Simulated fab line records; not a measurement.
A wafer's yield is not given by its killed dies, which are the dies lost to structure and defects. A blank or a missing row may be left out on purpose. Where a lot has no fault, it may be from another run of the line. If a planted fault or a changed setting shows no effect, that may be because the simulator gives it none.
fab line records + flow n5-finfet
record
- lots=11
- wafers=33
- last-day=19
route steps=1938 shown BEOL_M3@995 BEOL_M4@1111
lots that met no fault: from a run of the same line without faults
start-h: hours from the record's first day to the start of the lot's first wafer shown + wait-h: time in hours since the lot's previous step + " the same as in the row above + L1.1+2: one row covering several wafers at once + - no value present, or no start provided + * or withheld: withheld + < > ~ a bound
route shown NAME@n: NAME is a module with steps in the file, n the number in the route of the first one + usual: mean and standard deviation over wafers with no fault + same: alike in all rows + chamber/n: place in a boat + sites: each site's reading + _std_site: the values' standard deviation + _edge_site: mean of outer sites minus mean of inner sites + radius-mm: how far each site lies from the wafer's centre + mask NAME#n: copy n + behind: tool/chamber where the wafer was last shaped + hold: the reason the lot was held/the length of the hold in hours/how it ended + device: the n, p or np transistor that did not switch + end of line: at the end of the route, the tests of the same wafers + a step given without rows: its recipe and nothing more + killed: dies lost to structure and defects at the first sort, not the wafer's yield + map: dies across one wafer; x = killed, . = not, _ = none there
set.NAME: the setting that was run; set.NAME@STEP: the one run at that earlier step + model.NAME: the simulator's own value behind a step, which no gauge read
the route's steps for a sample of lots (tables are steps, rows are wafers)
services: from which hour (start-h, from the record's first day; less than 0 if before it) a tool's chamber was out of use, for how many hours, and why
## steps
# step N5_BEOL_M3_ANNEAL_49
# recipe
- temp-c=400
- time-s=240
- ambient=vacuum
# usual
- heater-power-w=841/110
| lot.wafer | tool           | chamber | start-h | wait-h | heater-power-w |
|-----------|----------------|---------|---------|--------|----------------|
| L148.2    | pvd-sputter-02 | -       | 162.43  | 0.0    | 1015           |
| L148.3    | "              | -       | "       | "      | 897            |
| L148.5    | "              | -       | "       | "      | 1052           |
| L147.2    | pvd-sputter-02 | -       | 167.99  | 0.0    | 931            |
| L147.3    | "              | -       | "       | "      | 847            |
| L147.6    | "              | -       | "       | "      | 825            |
| L150.3    | pvd-sputter-02 | -       | 180.55  | 0.0    | 913            |
| L150.5    | "              | -       | "       | "      | 1037           |
| L150.6    | "              | -       | "       | "      | 812            |
| L152.2    | pvd-sputter-02 | -       | 195.49  | 0.0    | 909            |
| L152.4    | "              | -       | "       | "      | 821            |
| L152.6    | "              | -       | "       | "      | 844            |
| L161.2    | pvd-sputter-02 | -       | 252.75  | 0.0    | 1011           |
| L161.5    | "              | -       | "       | "      | 824            |
| L161.6    | "              | -       | "       | "      | 948            |
| L160.1    | pvd-sputter-02 | -       | 262.97  | 0.0    | 819            |
| L160.2    | "              | -       | "       | "      | 1049           |
| L160.6    | "              | -       | "       | "      | 853            |
| L164.3    | pvd-sputter-01 | -       | 268.48  | 0.0    | 839            |
| L164.4    | "              | -       | "       | "      | 879            |
| L164.6    | "              | -       | "       | "      | 882            |
| L162.2    | pvd-sputter-01 | -       | 272.78  | 0.0    | 878            |
| L162.4    | "              | -       | "       | "      | 556            |
| L162.5    | "              | -       | "       | "      | 896            |
| L165.4    | pvd-sputter-02 | -       | 278.09  | 0.0    | 841            |
| L165.5    | "              | -       | "       | "      | 1052           |
| L165.6    | "              | -       | "       | "      | 823            |
| L166.1    | pvd-sputter-01 | -       | 286.77  | 0.0    | 899            |
| L166.2    | "              | -       | "       | "      | 856            |
| L166.4    | "              | -       | "       | "      | 913            |
| L167.1    | pvd-sputter-01 | -       | 299.63  | 0.0    | 854            |
| L167.2    | "              | -       | "       | "      | 856            |
| L167.3    | "              | -       | "       | "      | 553            |
# step N5_BEOL_M3_SPUTTER_90
# recipe
- material=Cu
- target-thk-a=45
- temp-c=-20
- chamber-pressure-pa=0.07
- power-w=withheld
- time-s=8.29
# usual
- throttle-valve-pct=30.7/0.96
| lot.wafer | tool           | chamber | start-h | wait-h | throttle-valve-pct |
|-----------|----------------|---------|---------|--------|--------------------|
| L148.2    | pvd-sputter-02 | -       | 163.45  | 0.1    | 30.1               |
| L148.3    | "              | -       | "       | "      | 30.5               |
| L148.5    | "              | -       | "       | "      | 29.8               |
| L147.2    | pvd-sputter-02 | -       | 169.01  | 0.1    | 30.0               |
| L147.3    | "              | -       | "       | "      | 31.4               |
| L147.6    | "              | -       | "       | "      | 31.6               |
| L150.3    | pvd-sputter-02 | -       | 181.57  | 0.1    | 30.3               |
| L150.5    | "              | -       | "       | "      | 29.8               |
| L150.6    | "              | -       | "       | "      | 32.1               |
| L152.2    | pvd-sputter-02 | -       | 196.51  | 0.1    | 29.9               |
| L152.4    | "              | -       | "       | "      | 32.3               |
| L152.6    | "              | -       | "       | "      | 31.3               |
| L161.2    | pvd-sputter-02 | -       | 253.77  | 0.1    | 29.9               |
| L161.5    | "              | -       | "       | "      | 32.4               |
| L161.6    | "              | -       | "       | "      | 30.3               |
| L160.1    | pvd-sputter-02 | -       | 263.99  | 0.1    | 32.5               |
| L160.2    | "              | -       | "       | "      | 30.0               |
| L160.6    | "              | -       | "       | "      | 31.5               |
| L164.3    | pvd-sputter-01 | -       | 269.50  | 0.1    | 32.1               |
| L164.4    | "              | -       | "       | "      | 30.7               |
| L164.6    | "              | -       | "       | "      | 30.4               |
| L162.2    | pvd-sputter-01 | -       | 273.80  | 0.1    | 30.5               |
| L162.4    | "              | -       | "       | "      | 29.6               |
| L162.5    | "              | -       | "       | "      | 30.7               |
| L165.4    | pvd-sputter-02 | -       | 279.11  | 0.1    | 31.8               |
| L165.5    | "              | -       | "       | "      | 30.1               |
| L165.6    | "              | -       | "       | "      | 31.6               |
| L166.1    | pvd-sputter-01 | -       | 289.89  | 0.1    | 30.8               |
| L166.2    | "              | -       | "       | "      | 32.4               |
| L166.4    | "              | -       | "       | "      | 30.4               |
| L167.1    | pvd-sputter-01 | -       | 300.65  | 0.1    | 30.9               |
| L167.2    | "              | -       | "       | "      | 32.2               |
| L167.3    | "              | -       | "       | "      | 29.5               |
# step N5_BEOL_M3_THK_MEAS_53
# recipe
- thk-meas-gauge=xrf
- reads=Cu_of_BEOL_M3_ECD_50
# usual
- M3_THK=38.9/1.5
| lot.wafer | tool          | chamber | start-h | wait-h | M3_THK[nm] |
|-----------|---------------|---------|---------|--------|------------|
| L148.2    | film-metro-02 | -       | 166.28  | -      | 37.8       |
| L148.3    | "             | -       | "       | "      | 37.3       |
| L148.5    | "             | -       | "       | "      | 41.0       |
| L147.2    | film-metro-01 | -       | 170.46  | -      | 40.7       |
| L147.3    | "             | -       | "       | "      | 39.7       |
| L147.6    | "             | -       | "       | "      | 40.0       |
| L150.3    | film-metro-02 | -       | 187.70  | -      | 37.2       |
| L150.5    | "             | -       | "       | "      | 39.1       |
| L150.6    | "             | -       | "       | "      | 40.6       |
| L152.2    | film-metro-02 | -       | 200.15  | -      | 37.1       |
| L152.4    | "             | -       | "       | "      | 38.3       |
| L152.6    | "             | -       | "       | "      | 39.0       |
| L161.2    | film-metro-02 | -       | 255.49  | -      | 39.9       |
| L161.5    | "             | -       | "       | "      | 39.6       |
| L161.6    | "             | -       | "       | "      | 39.8       |
| L160.1    | film-metro-01 | -       | 265.44  | -      | 40.0       |
| L160.2    | "             | -       | "       | "      | 39.8       |
| L160.6    | "             | -       | "       | "      | 40.2       |
| L164.3    | film-metro-01 | -       | 270.97  | -      | 38.9       |
| L164.4    | "             | -       | "       | "      | 39.2       |
| L164.6    | "             | -       | "       | "      | 42.5       |
| L162.2    | film-metro-02 | -       | 275.25  | -      | 37.2       |
| L162.4    | "             | -       | "       | "      | 39.0       |
| L162.5    | "             | -       | "       | "      | 40.0       |
| L165.4    | film-metro-02 | -       | 280.56  | -      | 37.5       |
| L165.5    | "             | -       | "       | "      | 39.9       |
| L165.6    | "             | -       | "       | "      | 38.7       |
| L166.1    | film-metro-02 | -       | 291.33  | -      | 39.2       |
| L166.2    | "             | -       | "       | "      | 40.9       |
| L166.4    | "             | -       | "       | "      | 43.1       |
| L167.1    | film-metro-02 | -       | 302.13  | -      | 38.1       |
| L167.2    | "             | -       | "       | "      | 40.2       |
| L167.3    | "             | -       | "       | "      | 39.8       |
# step N5_BEOL_M3_CO_CAP_55
# recipe
- material=Co
- target-thk-a=20
- temp-c=200
- precursor=CCTBA/H2
- pressure-torr=30
- time-s=102.1
# usual
- heater-power-w=235/16
- run-length-s=125.0/0.51
| lot.wafer | tool      | chamber | start-h | wait-h | heater-power-w | run-length-s | since-wet-clean-h |
|-----------|-----------|---------|---------|--------|----------------|--------------|-------------------|
| L148.2    | cvd-co-01 | 1       | 166.47  | 0.0    | 229            | 125.7        | 1145              |
| L148.3    | "         | 2       | "       | "      | 227            | 125.5        | 248               |
| L148.5    | "         | 1       | "       | "      | 228            | 125.1        | -                 |
| L147.2    | cvd-co-01 | 0       | 170.54  | 0.0    | 268            | 124.6        | 712               |
| L147.3    | "         | 2       | "       | "      | 223            | 125.2        | 253               |
| L147.6    | "         | 0       | "       | "      | 264            | 123.9        | -                 |
| L150.3    | cvd-co-02 | 2       | 187.77  | 0.0    | 208            | 125.2        | 488               |
| L150.5    | "         | 1       | "       | "      | 241            | 125.3        | -                 |
| L150.6    | "         | 0       | "       | "      | 218            | 125.4        | -                 |
| L152.2    | cvd-co-02 | 0       | 200.22  | 0.0    | 227            | 125.4        | 960               |
| L152.4    | "         | 2       | "       | "      | 215            | 125.6        | -                 |
| L152.6    | "         | 1       | "       | "      | 232            | 125.2        | -                 |
| L161.2    | cvd-co-02 | 0       | 255.57  | 0.0    | 235            | 167.9        | 1016              |
| L161.5    | "         | 2       | "       | "      | 216            | 168.1        | -                 |
| L161.6    | "         | 1       | "       | "      | 230            | 167.5        | -                 |
| L160.1    | cvd-co-02 | 2       | 265.54  | 0.0    | 212            | 125.2        | 566               |
| L160.2    | "         | 0       | "       | "      | 228            | 167.8        | 1026              |
| L160.6    | "         | 1       | "       | "      | 238            | 167.4        | -                 |
| L164.3    | cvd-co-01 | 0       | 271.04  | 0.0    | 262            | 124.0        | 812               |
| L164.4    | "         | 0       | "       | "      | 261            | 124.1        | -                 |
| L164.6    | "         | 2       | "       | "      | 232            | 125.3        | -                 |
| L162.2    | cvd-co-02 | 2       | 275.33  | 0.0    | 215            | 167.8        | 576               |
| L162.4    | "         | 1       | "       | "      | 237            | 125.4        | -                 |
| L162.5    | "         | 2       | "       | "      | 213            | 168.4        | -                 |
| L165.4    | cvd-co-01 | 2       | 280.76  | 0.0    | 224            | 124.9        | -                 |
| L165.5    | "         | 1       | "       | "      | 228            | 125.0        | -                 |
| L165.6    | "         | 0       | "       | "      | 264            | 124.5        | -                 |
| L166.1    | cvd-co-01 | 2       | 291.41  | 0.0    | 223            | 125.9        | 373               |
| L166.2    | "         | 1       | "       | "      | 232            | 124.9        | 1270              |
| L166.4    | "         | 0       | "       | "      | 273            | 124.3        | -                 |
| L167.1    | cvd-co-01 | 2       | 302.22  | 0.0    | 229            | 125.7        | 384               |
| L167.2    | "         | 1       | "       | "      | 231            | 125.2        | 1281              |
| L167.3    | "         | 0       | "       | "      | 265            | 124.3        | 844               |
# step N5_BEOL_M4_RC_MEAS_101
# usual
- DIBL_N=35.1/1.6
- DIBL_P=34.9/1.8
- IOFF_N=0.143/0.026
- IOFF_P=0.21/0.037
- ION_N=671/11
- ION_P=463/7.8
- SS_N=71.2/0.58
- SS_P=73.0/0.54
- VT_N=251/3
- VT_P=-250/4.1
| lot.wafer | tool      | chamber | start-h | wait-h | DIBL_N[mV/V] | DIBL_P[mV/V] | IOFF_N[nA/um] | IOFF_P[nA/um] | ION_N[uA/um] | ION_P[uA/um] | SS_N[mV/dec] | SS_P[mV/dec] | VT_N[mV] | VT_P[mV] |
|-----------|-----------|---------|---------|--------|--------------|--------------|---------------|---------------|--------------|--------------|--------------|--------------|----------|----------|
| L148.2    | prober-01 | 0       | 177.95  | 0.2    | 31.8         | 30.7         | 0.109         | 0.15          | 658          | 457          | 71.1         | 71.7         | 253      | -253     |
| L148.3    | "         | 0       | "       | "      | 34.7         | 35.7         | 0.146         | 0.21          | 667          | 465          | 72.3         | 73.5         | 250      | -249     |
| L148.5    | "         | 0       | "       | "      | 31.2         | 30.9         | 0.097         | 0.15          | 652          | 457          | 70.0         | 71.7         | 256      | -250     |
| L147.2    | prober-02 | 0       | 187.04  | 0.2    | 36.0         | 35.6         | 0.173         | 0.22          | 682          | 468          | 71.7         | 73.0         | 248      | -247     |
| L147.3    | "         | 0       | "       | "      | 35.5         | 35.7         | 0.165         | 0.23          | 682          | 468          | 71.4         | 73.1         | 247      | -244     |
| L147.6    | "         | 0       | "       | "      | 38.2         | 37.7         | 0.214         | 0.27          | 690          | 469          | 71.7         | 73.6         | 246      | -242     |
| L150.3    | prober-01 | 0       | 196.47  | 0.3    | 33.5         | 33.1         | 0.131         | 0.17          | 676          | 461          | 71.2         | 72.3         | 249      | -254     |
| L150.5    | "         | 0       | "       | "      | 33.3         | 32.9         | 0.129         | 0.17          | 670          | 453          | 71.2         | 73.0         | 251      | -255     |
| L150.6    | "         | 0       | "       | "      | 34.0         | 33.4         | 0.138         | 0.16          | 675          | 460          | 70.9         | 73.1         | 253      | -254     |
| L152.2    | prober-02 | 0       | 211.34  | 0.2    | 33.6         | 34.0         | 0.139         | 0.22          | 672          | 467          | 71.6         | 73.1         | 250      | -246     |
| L152.4    | "         | 0       | "       | "      | 31.6         | 31.3         | 0.109         | 0.18          | 659          | 467          | 70.8         | 71.9         | 252      | -249     |
| L152.6    | "         | 0       | "       | "      | 31.3         | 31.5         | 0.106         | 0.18          | 655          | 457          | 70.6         | 71.9         | 253      | -247     |
| L161.2    | prober-01 | 0       | 280.77  | 0.2    | 35.4         | 34.8         | 0.146         | 0.20          | 679          | 463          | 71.4         | 73.3         | 253      | -248     |
| L161.5    | "         | 0       | "       | "      | 36.8         | 35.9         | 0.168         | 0.23          | 672          | 462          | 72.1         | 72.6         | 246      | -248     |
| L161.6    | "         | 0       | "       | "      | 36.3         | 35.6         | 0.158         | 0.21          | 658          | 455          | 71.6         | 72.7         | 251      | -248     |
| L160.1    | prober-02 | 0       | 283.55  | 0.1    | 34.3         | 35.3         | 0.134         | 0.21          | 670          | 468          | 71.1         | 73.3         | 254      | -247     |
| L160.2    | "         | 0       | "       | "      | 35.3         | 36.7         | 0.158         | 0.22          | 678          | 469          | 71.9         | 74.3         | 248      | -250     |
| L160.6    | "         | 0       | "       | "      | 35.3         | 36.2         | 0.158         | 0.21          | 680          | 469          | 71.5         | 73.1         | 250      | -249     |
| L164.3    | prober-01 | 0       | 286.94  | 0.3    | 35.7         | 35.6         | 0.147         | 0.19          | 670          | 459          | 71.4         | 73.1         | 250      | -254     |
| L164.4    | "         | 0       | "       | "      | 35.8         | 35.3         | 0.151         | 0.18          | 672          | 459          | 71.8         | 72.7         | 250      | -255     |
| L164.6    | "         | 0       | "       | "      | 34.8         | 34.3         | 0.132         | 0.18          | 679          | 464          | 71.2         | 72.9         | 251      | -254     |
| L162.2    | prober-01 | 0       | 292.09  | 0.2    | 34.3         | 32.9         | 0.113         | 0.21          | 654          | 457          | 70.6         | 72.9         | 259      | -250     |
| L162.4    | "         | 0       | "       | "      | 37.8         | 37.6         | 0.182         | 0.30          | 681          | 475          | 71.5         | 73.5         | 249      | -243     |
| L162.5    | "         | 0       | "       | "      | 39.0         | 37.7         | 0.201         | 0.29          | 676          | 466          | 72.7         | 74.2         | 249      | -243     |
| L165.4    | prober-01 | 0       | 311.07  | 0.5    | 34.1         | 34.2         | 0.138         | 0.20          | 668          | 462          | 70.5         | 73.2         | 251      | -247     |
| L165.5    | "         | 0       | "       | "      | 34.5         | 33.9         | 0.140         | 0.19          | 670          | 459          | 71.0         | 73.2         | 253      | -249     |
| L165.6    | "         | 0       | "       | "      | 34.7         | 36.2         | 0.165         | 0.24          | 696          | 477          | 71.9         | 73.1         | 246      | -246     |
| L166.1    | prober-01 | 0       | 317.73  | 0.0    | 33.6         | 33.2         | 0.113         | 0.18          | 655          | 462          | 70.6         | 72.5         | 253      | -249     |
| L166.2    | "         | 0       | "       | "      | 36.4         | 36.0         | 0.156         | 0.22          | 676          | 475          | 71.6         | 73.7         | 252      | -248     |
| L166.4    | "         | 0       | "       | "      | 33.3         | 32.2         | 0.106         | 0.16          | 656          | 455          | 70.8         | 71.9         | 255      | -252     |
| L167.1    | prober-01 | 0       | 330.80  | 0.0    | 34.3         | 33.8         | 0.121         | 0.19          | 656          | 450          | 71.3         | 72.6         | 253      | -251     |
| L167.2    | "         | 0       | "       | "      | 37.4         | 38.1         | 0.175         | 0.26          | 675          | 472          | 71.4         | 73.6         | 249      | -247     |
| L167.3    | "         | 0       | "       | "      | 36.3         | 36.9         | 0.154         | 0.23          | 674          | 472          | 71.2         | 72.7         | 251      | -250     |
## services
| tool      | chamber | start-h | hours | kind   |
|-----------|---------|---------|-------|--------|
| cvd-co-02 | -       | 163.65  | 6.9   | pm     |
| cvd-co-02 | -       | 254.53  | 0.8   | repair |
| cvd-co-02 | 1       | 301.81  | 3.3   | repair |
## key
first-sign
- step=N5_BEOL_M3_CO_CAP_55
- reading=run-length-s
- direction=up
- sigmas=83
- usual=*
- struck=*
effect none on later readings
met-at N5_BEOL_M3_CO_CAP_55
struck-lots L160,L161,L162
struck-wafers L160.2,L160.6,L161.2,L161.5,L161.6,L162.2,L162.5
not-acting-at N5_BEOL_M3_ANNEAL_49,N5_BEOL_M3_SPUTTER_90,N5_BEOL_M3_THK_MEAS_53
onset-between 200.22 255.57
fault
- kind=process-parameter-drift
- tool=cvd-co-02
- chamber=-
- onset-h=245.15
- steps=N5_BEOL_M3_CO_CAP_55
- channel=time-s
- offset=*
- shape=step
- end-h=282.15
- scope=struck-wafers-only
- acts-in=*
- stated=*
